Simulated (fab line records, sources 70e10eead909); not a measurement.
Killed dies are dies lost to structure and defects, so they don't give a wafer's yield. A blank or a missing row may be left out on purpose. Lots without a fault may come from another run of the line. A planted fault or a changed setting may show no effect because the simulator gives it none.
Which tool did it? | flow nand_harc | 24 lots, 72 wafers sampled, at 6 steps of a route of 1302

WHAT THE GAUGES READ, wafer by wafer
NHARC_A_M0_OVL_MEAS_10: pitch 160 nm. Usual: overlay_x_nm -0.4 nm, standard deviation 0.88; overlay_y_nm -0.1 nm, standard deviation 0.75.
lot  | measured     | on         | overlay_x_nm (nm) | overlay_y_nm (nm) | flag
L074 | day 22 15:28 | overlay-01 | -0.4 0.0 -0.1     | 0.1 0.2 0.2       |
L075 | day 22 17:06 | overlay-01 | -0.9 -0.8 -1.1    | 0.1 -0.2 0.2      |
L076 | day 23 10:15 | overlay-02 | 0.1 -0.2 -0.3     | -0.7 0.0 -0.8     |
L078 | day 23 20:50 | overlay-01 | 0.0 -0.3 -0.1     | 0.3 0.0 0.0       |
L077 | day 23 21:06 | overlay-01 | -0.6 -0.2 -0.1    | -0.2 -1.1 -0.6    |
L080 | day 24 10:38 | overlay-01 | 0.3 0.5 0.4       | 0.2 -0.7 -0.1     |
L079 | day 24 12:19 | overlay-01 | 0.2 0.4 0.2       | 0.3 0.0 0.4       |
L081 | day 25 15:40 | overlay-01 | -0.3 -0.2 -0.5    | -0.3 0.6 0.2      |
L083 | day 26 04:36 | overlay-02 | 1.1 1.4 1.8       | -1.3 -1.1 -0.8    |
L082 | day 26 08:05 | overlay-02 | -0.4 -0.8 -1.1    | -1.4 -2.3 -1.9    |
L085 | day 26 19:05 | overlay-01 | -0.5 -0.3 -0.7    | 0.3 0.5 0.2       |
L084 | day 26 19:56 | overlay-02 | 0.3 0.1 -0.3      | 0.1 0.4 0.3       |
L086 | day 27 17:33 | overlay-02 | 0.6 0.4 0.3       | -0.1 0.3 -0.1     |
L087 | day 27 15:47 | overlay-02 | -0.5 -0.6 -0.7    | 0.7 0.5 0.6       |
L088 | day 28 06:04 | overlay-02 | 0.1 0.6 1.0       | 1.7 1.4 1.6       |
L089 | day 28 06:49 | overlay-01 | 0.0 0.6 0.3       | 0.2 0.8 0.7       |
L090 | day 29 21:14 | overlay-01 | -1.8 -2.2 -2.4    | -0.3 -0.5 -0.8    |
L091 | day 30 02:37 | overlay-01 | -1.0 -1.0 -1.0    | -0.7 -0.6 -0.2    |
L093 | day 30 08:43 | overlay-01 | 0.4 0.2 0.6       | 0.9 0.6 0.9       |
L092 | day 30 13:32 | overlay-01 | -0.2 -0.8 -0.7    | 0.3 -0.2 0.2      |
L094 | day 30 17:13 | overlay-01 | -2.1 -1.8 -0.8    | -0.5 -0.6 -0.9    |
L095 | day 31 11:29 | overlay-02 | -1.6 -1.4 -1.7    | -1.2 -1.0 -1.3    |
L096 | day 31 22:13 | overlay-02 | -0.9 -1.4 -1.6    | 0.1 -0.5 -0.4     |
L097 | day 32 03:40 | overlay-01 | -2.0 -1.5 -2.0    | -0.2 -0.5 -0.2    |

WHICH TOOL RAN EACH LOT (tool, then ch and the chambers of the sampled wafers, then the start)
lot  | NHARC_A_CONTACT_ETCH_124             | NHARC_A_CONTACT_DEP_85          | NHARC_A_BLC_DESCUM_15              | NHARC_A_BLC_DEGAS_30         | NHARC_A_BLC_ALD_23
L074 | har_cap_etch-02 ch 0,1, day 21 22:58 | pecvd-02 ch 0,2, day 22 04:23   | rie_diel-13 ch 1,2,3, day 22 11:40 | pvd_sputter-01, day 22 13:15 | ald_metal-02 ch 1,2,3, day 22 13:31
L075 | har_cap_etch-03 ch 0,1, day 21 23:30 | pecvd-01 ch 0,1, day 22 04:57   | rie_diel-09 ch 0,1,3, day 22 13:10 | pvd_sputter-03, day 22 14:44 | ald_metal-01 ch 1,2,3, day 22 14:58
L076 | har_cap_etch-01 ch 0,1, day 22 15:59 | pecvd-01 ch 1,2, day 22 22:49   | rie_diel-13 ch 0,1, day 23 06:10   | pvd_sputter-01, day 23 07:44 | ald_metal-03 ch 0,2,3, day 23 08:01
L078 | har_cap_etch-02 ch 0,1, day 23 03:36 | pecvd-02 ch 0,2, day 23 09:32   | rie_diel-09 ch 1,3, day 23 16:46   | pvd_sputter-03, day 23 18:32 | ald_metal-03 ch 2,3, day 23 18:45
L077 | har_cap_etch-03 ch 0,1, day 23 03:50 | pecvd-01 ch 1,2, day 23 09:37   | rie_diel-07 ch 1,2, day 23 17:17   | pvd_sputter-01, day 23 18:52 | ald_metal-01 ch 0,3, day 23 19:05
L080 | har_cap_etch-02 ch 0,1, day 23 17:57 | pecvd-04 ch 1,2, day 23 23:14   | rie_diel-13 ch 0,1,3, day 24 06:43 | pvd_sputter-01, day 24 08:15 | ald_metal-02 ch 1,2, day 24 08:30
L079 | har_cap_etch-03 ch 0,1, day 23 18:42 | pecvd-02 ch 0,1,2, day 24 00:02 | rie_diel-09 ch 0,1,3, day 24 07:28 | pvd_sputter-02, day 24 09:56 | ald_metal-01 ch 2,3, day 24 10:11
L081 | har_cap_etch-01 ch 0,1, day 24 22:21 | pecvd-04 ch 0,1,2, day 25 04:30 | rie_diel-07 ch 0,3, day 25 11:52   | pvd_sputter-02, day 25 13:26 | ald_metal-02 ch 1,2, day 25 13:41
L083 | har_cap_etch-02 ch 0,1, day 25 09:32 | pecvd-01 ch 0,1,2, day 25 17:27 | rie_diel-07 ch 1,2,3, day 26 00:40 | pvd_sputter-02, day 26 02:14 | ald_metal-03 ch 0,1, day 26 02:28
L082 | har_cap_etch-03 ch 0,1, day 25 15:17 | pecvd-01 ch 1,2, day 25 20:35   | rie_diel-07 ch 0,1,3, day 26 04:11 | pvd_sputter-02, day 26 05:44 | ald_metal-02 ch 0,1,2, day 26 06:01
L085 | har_cap_etch-02 ch 0,1, day 26 02:19 | pecvd-04 ch 1,2, day 26 07:36   | rie_diel-13 ch 0,2,3, day 26 15:02 | pvd_sputter-02, day 26 16:35 | ald_metal-01 ch 0,3, day 26 16:55
L084 | har_cap_etch-03 ch 0,1, day 26 03:21 | pecvd-02 ch 0,1, day 26 08:44   | rie_diel-13 ch 1,2,3, day 26 16:01 | pvd_sputter-03, day 26 17:34 | ald_metal-03 ch 1,2,3, day 26 17:49
L086 | har_cap_etch-03 ch 0,1, day 26 22:02 | pecvd-02 ch 0,1,2, day 27 06:20 | rie_diel-13 ch 1,2, day 27 13:35   | pvd_sputter-03, day 27 15:10 | ald_metal-02 ch 0,1,3, day 27 15:25
L087 | har_cap_etch-02 ch 0,1, day 26 22:31 | pecvd-04 ch 0,1, day 27 04:06   | rie_diel-13 ch 1,2,3, day 27 11:29 | pvd_sputter-02, day 27 13:02 | ald_metal-03 ch 0,1,2, day 27 13:17
L088 | har_cap_etch-03 ch 0,1, day 27 12:59 | pecvd-02 ch 1,2, day 27 18:29   | rie_diel-13 ch 1,3, day 28 01:31   | pvd_sputter-02, day 28 03:41 | ald_metal-01 ch 0,2, day 28 03:55
L089 | har_cap_etch-02 ch 0,1, day 27 14:05 | pecvd-02 ch 0,1,2, day 27 19:32 | rie_diel-13 ch 1,2, day 28 02:43   | pvd_sputter-01, day 28 04:19 | ald_metal-01 ch 0,2,3, day 28 04:34
L090 | har_cap_etch-02 ch 0,1, day 28 22:32 | pecvd-02 ch 0,2, day 29 09:45   | rie_diel-07 ch 0,1,3, day 29 17:18 | pvd_sputter-02, day 29 18:52 | ald_metal-03 ch 0,3, day 29 19:06
L091 | har_cap_etch-02 ch 0,1, day 29 09:43 | pecvd-01 ch 0,1,2, day 29 15:19 | rie_diel-07 ch 2,3, day 29 22:41   | pvd_sputter-02, day 30 00:15 | ald_metal-03 ch 0,1,2, day 30 00:31
L093 | har_cap_etch-01 ch 0,1, day 29 15:02 | pecvd-01 ch 0,2, day 29 21:21   | rie_diel-07 ch 0,1,2, day 30 04:28 | pvd_sputter-01, day 30 06:02 | ald_metal-01 ch 0,2,3, day 30 06:17
L092 | har_cap_etch-02 ch 0,1, day 29 20:04 | pecvd-04 ch 0,2, day 30 02:28   | rie_diel-13 ch 1,2,3, day 30 09:35 | pvd_sputter-03, day 30 11:11 | ald_metal-02 ch 1,3, day 30 11:25
L094 | har_cap_etch-03 ch 0,1, day 30 00:25 | pecvd-02 ch 1,2, day 30 05:59   | rie_diel-07 ch 2,3, day 30 13:17   | pvd_sputter-02, day 30 14:52 | ald_metal-03 ch 2,3, day 30 15:05
L095 | har_cap_etch-03 ch 0,1, day 30 17:49 | pecvd-01 ch 0,2, day 30 23:38   | rie_diel-07 ch 0,1,3, day 31 07:05 | pvd_sputter-01, day 31 08:39 | ald_metal-02 ch 0,1, day 31 08:53
L096 | har_cap_etch-01 ch 0,1, day 31 02:09 | pecvd-04 ch 0,2, day 31 11:01   | rie_diel-13 ch 0,3, day 31 18:07   | pvd_sputter-03, day 31 19:41 | ald_metal-01 ch 0,2,3, day 31 20:00
L097 | har_cap_etch-02 ch 0,1, day 31 11:16 | pecvd-02 ch 0,1,2, day 31 16:32 | rie_diel-13 ch 0,1,3, day 31 23:46 | pvd_sputter-03, day 32 01:19 | ald_metal-03 ch 0,1,2, day 32 01:37
- NHARC_A_CONTACT_ETCH_124: etches the open film in C4F8/O2/Ar, time 140 s, target depth 700 nm.
- NHARC_A_CONTACT_DEP_85: deposits SiON, target thk 60 nm.
- NHARC_A_BLC_DESCUM_15: chemistry O2, time 3 s.
- NHARC_A_BLC_DEGAS_30: time 60 s.
- NHARC_A_BLC_ALD_23: deposits TiN, target thk 3 nm, pulse time 1 s, ald cycles 150.

WHAT THE TOOLS THEMSELVES READ (means of the sampled wafers that have a number; where no wafer has one, the mark that the record gives instead)
NHARC_A_CONTACT_DEP_85. Usual: heater_power_w 705 W, standard deviation 73.
lot  | tool     | heater_power_w (W) | flag
L074 | pecvd-02 | 692                |
L075 | pecvd-01 | 800                |
L076 | pecvd-01 | 712                |
L078 | pecvd-02 | 686                |
L077 | pecvd-01 | 752                |
L080 | pecvd-04 | 674                |
L079 | pecvd-02 | 618                |
L081 | pecvd-04 | 663                |
L083 | pecvd-01 | 750                |
L082 | pecvd-01 | 704                |
L085 | pecvd-04 | 713                |
L084 | pecvd-02 | 676                |
L086 | pecvd-02 | 712                |
L087 | pecvd-04 | 678                |
L088 | pecvd-02 | 718                |
L089 | pecvd-02 | 672                |
L090 | pecvd-02 | 666                |
L091 | pecvd-01 | 788                |
L093 | pecvd-01 | 822                |
L092 | pecvd-04 | 613                |
L094 | pecvd-02 | 689                |
L095 | pecvd-01 | 829                |
L096 | pecvd-04 | 637                |
L097 | pecvd-02 | 701                |

NHARC_A_BLC_DESCUM_15. Usual: drypump_motor_current_A 5.5 A, standard deviation 0.48; oes_product_au 1.003 a.u., standard deviation 0.0084; rf_vpp_V 57.5 V, standard deviation 0.92; showerhead_plenum_p_Torr 1.86 Torr, standard deviation 0.064; throttle_valve_pct 11.310 %, standard deviation 0.0094.
lot  | tool        | drypump_motor_current_A (A) | oes_product_au (a.u.) | rf_vpp_V (V) | showerhead_plenum_p_Torr (Torr) | throttle_valve_pct (%) | flag
L074 | rie_diel-13 | 5.4                         | 0.998                 | 56.9         | 1.87                            | 11.317                 |
L075 | rie_diel-09 | 6.0                         | 0.995                 | 58.0         | 1.89                            | 11.308                 |
L076 | rie_diel-13 | 5.3                         | 1.005                 | 57.8         | 1.93                            | 11.312                 |
L078 | rie_diel-09 | 6.0                         | 1.001                 | 57.2         | 1.89                            | 11.309                 |
L077 | rie_diel-07 | 6.1                         | 0.995                 | 56.7         | 1.84                            | 11.304                 |
L080 | rie_diel-13 | 5.4                         | 1.005                 | 57.3         | 1.90                            | 11.308                 |
L079 | rie_diel-09 | 6.0                         | 0.994                 | 57.9         | 1.88                            | 11.310                 |
L081 | rie_diel-07 | 5.2                         | 1.014                 | 57.8         | 1.80                            | 11.308                 |
L083 | rie_diel-07 | 5.7                         | 1.008                 | 58.0         | 1.83                            | 11.305                 |
L082 | rie_diel-07 | 5.6                         | 1.012                 | 56.5         | 1.81                            | 11.298                 |
L085 | rie_diel-13 | 5.7                         | 1.005                 | 57.6         | 1.84                            | 11.314                 |
L084 | rie_diel-13 | 5.4                         | 1.004                 | 57.3         | 1.86                            | 11.311                 |
L086 | rie_diel-13 | 5.3                         | 0.999                 | 58.6         | 1.87                            | 11.311                 |
L087 | rie_diel-13 | 5.4                         | 1.010                 | 58.7         | 1.86                            | 11.304                 |
L088 | rie_diel-13 | 5.2                         | 1.001                 | 57.2         | 1.92                            | 11.302                 |
L089 | rie_diel-13 | 5.1                         | 1.007                 | 58.3         | 1.92                            | 11.314                 |
L090 | rie_diel-07 | 5.6                         | 1.001                 | 56.8         | 1.80                            | 11.310                 |
L091 | rie_diel-07 | 5.5                         | 0.996                 | 57.8         | 1.86                            | 11.311                 |
L093 | rie_diel-07 | 5.8                         | 1.010                 | 57.6         | 1.84                            | 11.312                 |
L092 | rie_diel-13 | 5.4                         | 0.993                 | 57.2         | 1.86                            | 11.314                 |
L094 | rie_diel-07 | 5.2                         | 0.994                 | 56.7         | 1.82                            | 11.315                 |
L095 | rie_diel-07 | 5.5                         | 1.003                 | 57.2         | 1.80                            | 11.304                 |
L096 | rie_diel-13 | 5.7                         | 1.005                 | 57.8         | 1.86                            | 11.318                 |
L097 | rie_diel-13 | 5.4                         | 1.001                 | 57.2         | 1.89                            | 11.308                 |

NHARC_A_BLC_DEGAS_30. Usual: heater_power_w 463 W, standard deviation 43.
lot  | tool           | heater_power_w (W) | flag
L074 | pvd_sputter-01 | 440                |
L075 | pvd_sputter-03 | 462                |
L076 | pvd_sputter-01 | 450                |
L078 | pvd_sputter-03 | 447                |
L077 | pvd_sputter-01 | 436                |
L080 | pvd_sputter-01 | 457                |
L079 | pvd_sputter-02 | 514                |
L081 | pvd_sputter-02 | 480                |
L083 | pvd_sputter-02 | 488                |
L082 | pvd_sputter-02 | 503                |
L085 | pvd_sputter-02 | 488                |
L084 | pvd_sputter-03 | 437                |
L086 | pvd_sputter-03 | 450                |
L087 | pvd_sputter-02 | 499                |
L088 | pvd_sputter-02 | 497                |
L089 | pvd_sputter-01 | 421                |
L090 | pvd_sputter-02 | 530                |
L091 | pvd_sputter-02 | 481                |
L093 | pvd_sputter-01 | 444                |
L092 | pvd_sputter-03 | 452                |
L094 | pvd_sputter-02 | 516                |
L095 | pvd_sputter-01 | 439                |
L096 | pvd_sputter-03 | 480                |
L097 | pvd_sputter-03 | 429                |

NHARC_A_BLC_ALD_23. Usual: heater_power_w 1114 W, standard deviation 110; precursor_pulse_height_rel 1.000, standard deviation 0.019.
lot  | tool         | heater_power_w (W) | precursor_pulse_height_rel | flag
L074 | ald_metal-02 | 1151               | 0.978                      |
L075 | ald_metal-01 | 1028               | 0.993                      |
L076 | ald_metal-03 | 1140               | 1.007                      |
L078 | ald_metal-03 | 1074               | 0.983                      |
L077 | ald_metal-01 | 1151               | 0.997                      |
L080 | ald_metal-02 | 1226               | 1.012                      |
L079 | ald_metal-01 | 988                | 1.000                      |
L081 | ald_metal-02 | 1142               | 1.000                      |
L083 | ald_metal-03 | 1188               | 1.014                      |
L082 | ald_metal-02 | 1076               | 0.996                      |
L085 | ald_metal-01 | 1161               | 1.007                      |
L084 | ald_metal-03 | 1132               | 0.996                      |
L086 | ald_metal-02 | 1081               | 0.980                      |
L087 | ald_metal-03 | 1167               | 0.989                      |
L088 | ald_metal-01 | 975                | 0.993                      |
L089 | ald_metal-01 | 1081               | 1.006                      |
L090 | ald_metal-03 | 1178               | 0.998                      |
L091 | ald_metal-03 | 1166               | 0.994                      |
L093 | ald_metal-01 | 1083               | 1.005                      |
L092 | ald_metal-02 | 1144               | 1.004                      |
L094 | ald_metal-03 | 1105               | 0.993                      |
L095 | ald_metal-02 | 1056               | 0.990                      |
L096 | ald_metal-01 | 1097               | 1.004                      |
L097 | ald_metal-03 | 1171               | 0.995                      |

THE ANSWER, worked out from the rows above alone
Rule: a lot is off if the mean of its wafers that have a number lies more than 3 standard deviations from the usual mean. A lot without any number at a reading at which 4 lots or more have one is off too. The other lots that the step has rows for count as sound. The gauges are gone through in route order, then the tools' own readings, and for those a lot's mean is taken as printed above. The first step at which some lot is off is used, and at that step the reading that is off furthest; a lot without a number counts as furthest.
No lot is off at any reading shown: from this, nothing can be told.

WHAT THE SIMULATOR HAD PUT IN
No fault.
